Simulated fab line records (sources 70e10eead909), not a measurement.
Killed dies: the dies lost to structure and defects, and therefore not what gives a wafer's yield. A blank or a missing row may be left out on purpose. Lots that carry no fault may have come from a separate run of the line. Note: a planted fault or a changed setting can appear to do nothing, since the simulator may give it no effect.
Shared-tool check + flow nandHarc + 14 lots and 40 wafers in the sample

## WHY THIS WAS OPENED
On 2 of the 14 lots, a flag is raised at NHARC_P_BONDPAD_THK_MEAS_33 on the reading thkNm. Wafers without a fault read 200.7 nm, standard deviation 1.4.
Rule: flag the lot when none of its wafers has a number, or when each of its wafers that has one lies beyond 4 standard deviations from that mean. The other lots count as sound.

| lot  | measured     | on           | thkNm (nm), wafer by wafer | flag    |
|------|--------------|--------------|----------------------------|---------|
| L463 | day 6 10:04  | filmMetro-02 | 200.2 200.7 200.9          |         |
| L465 | day 7 06:21  | filmMetro-02 | 201.3 200.5 201.0          |         |
| L464 | day 7 07:14  | filmMetro-01 | 199.8 203.1 200.9          |         |
| L467 | day 8 02:49  | filmMetro-02 | 198.2 201.1 199.6          |         |
| L468 | day 8 19:29  | filmMetro-01 | 201.0 200.6 200.1          |         |
| L469 | day 9 05:38  | filmMetro-01 | 199.4 202.2 201.1          |         |
| L471 | day 10 00:29 | filmMetro-02 | 203.1 201.1 199.8          |         |
| L472 | day 10 20:53 | filmMetro-01 | 201.1 199.1 199.1          |         |
| L477 | day 12 16:05 | filmMetro-02 | 141.9 141.1                | FLAGGED |
| L479 | day 13 04:06 | filmMetro-01 | 138.3 137.4                | FLAGGED |
| L481 | day 13 23:28 | filmMetro-01 | 199.2 202.7 200.5          |         |
| L482 | day 14 09:47 | filmMetro-02 | 201.0 203.2 202.2          |         |
| L484 | day 15 11:37 | filmMetro-02 | 203.1 200.4 199.8          |         |
| L486 | day 16 02:37 | filmMetro-01 | 201.5 200.9 200.2          |         |
The mean of the flagged lots' numbers is 139.7 nm, -61.0 nm from the usual (-44 standard deviations).

## TOOL THAT RAN EACH LOT
2 process steps preceding the reading are held in the record, out of 1302 steps in the route. Read each cell as the tool, then ch plus the chambers that the sampled wafers visited, then the start.
| lot  | flag    | NHARC_P_M2_DEP_33               | NHARC_P_BONDPAD_DEP_00          |
|------|---------|---------------------------------|---------------------------------|
| L463 |         | pecvd-01 ch 0,2, day 6 08:59    | pecvd-02 ch 0,1,2, day 6 09:24  |
| L465 |         | pecvd-04 ch 0,1,2, day 7 05:17  | pecvd-02 ch 0,1, day 7 05:42    |
| L464 |         | pecvd-01 ch 0,1,2, day 7 06:16  | pecvd-01 ch 0,1, day 7 06:40    |
| L467 |         | pecvd-04 ch 0,2, day 8 01:47    | pecvd-02 ch 0,2, day 8 02:10    |
| L468 |         | pecvd-04 ch 0,1,2, day 8 18:32  | pecvd-02 ch 0,1,2, day 8 18:57  |
| L469 |         | pecvd-02 ch 0,1,2, day 9 04:34  | pecvd-04 ch 0,2, day 9 04:58    |
| L471 |         | pecvd-01 ch 0,1,2, day 9 23:27  | pecvd-02 ch 0,1, day 9 23:52    |
| L472 |         | pecvd-01 ch 0,2, day 10 19:49   | pecvd-04 ch 0,1, day 10 20:13   |
| L477 | FLAGGED | pecvd-02 ch 0, day 12 15:15     | pecvd-02 ch 1, day 12 15:37     |
| L479 | FLAGGED | pecvd-04 ch 1, day 13 03:15     | pecvd-02 ch 2, day 13 03:37     |
| L481 |         | pecvd-02 ch 0,2, day 13 22:24   | pecvd-04 ch 0,1, day 13 22:49   |
| L482 |         | pecvd-02 ch 0,1,2, day 14 08:43 | pecvd-04 ch 0,1, day 14 09:08   |
| L484 |         | pecvd-02 ch 0,1,2, day 15 10:33 | pecvd-01 ch 0,1,2, day 15 10:58 |
| L486 |         | pecvd-04 ch 1,2, day 16 01:35   | pecvd-02 ch 0,1, day 16 01:58   |
What these steps do:
- NHARC_P_M2_DEP_33: deposits SiCN, target thk 30 nm.
- NHARC_P_BONDPAD_DEP_00: deposits SiCN, target thk 250 nm.
- NHARC_P_BONDPAD_THK_MEAS_33: measures by ellipsometry.

## FLAGGED AGAINST TOTAL, ONE TOOL AT A TIME (gauges that did the reading follow at the end)
| step                        | tool         | lots run | flagged | share of the flagged lots | sound lots run after its first flagged lot |
|-----------------------------|--------------|----------|---------|---------------------------|--------------------------------------------|
| NHARC_P_M2_DEP_33           | pecvd-01     | 4        | 0       | none                      | -                                          |
| NHARC_P_M2_DEP_33           | pecvd-02     | 5        | 1       | some                      | 3 (L481,L482,L484)                         |
| NHARC_P_M2_DEP_33           | pecvd-04     | 5        | 1       | some                      | 1 (L486)                                   |
| NHARC_P_BONDPAD_DEP_00      | pecvd-01     | 2        | 0       | none                      | -                                          |
| NHARC_P_BONDPAD_DEP_00      | pecvd-02     | 8        | 2       | all                       | 1 (L486)                                   |
| NHARC_P_BONDPAD_DEP_00      | pecvd-04     | 4        | 0       | none                      | -                                          |
| NHARC_P_BONDPAD_THK_MEAS_33 | filmMetro-01 | 7        | 1       | some                      | 2 (L481,L486)                              |
| NHARC_P_BONDPAD_THK_MEAS_33 | filmMetro-02 | 7        | 1       | some                      | 2 (L482,L484)                              |

## WHAT THE TABLE ALLOWS
Rows of the table that ran each flagged lot: 1, that is pecvd-02 at NHARC_P_BONDPAD_DEP_00.
- pecvd-02 at NHARC_P_BONDPAD_DEP_00: 2 of its 8 lots flagged. Lots that were sound ran on it after the first flagged one (L486); a persistent fault on the entire tool would not allow that.
Not one row of the table ran every flagged lot while running no sound lot after the first.

## WHAT THE SIMULATOR HAD PUT IN
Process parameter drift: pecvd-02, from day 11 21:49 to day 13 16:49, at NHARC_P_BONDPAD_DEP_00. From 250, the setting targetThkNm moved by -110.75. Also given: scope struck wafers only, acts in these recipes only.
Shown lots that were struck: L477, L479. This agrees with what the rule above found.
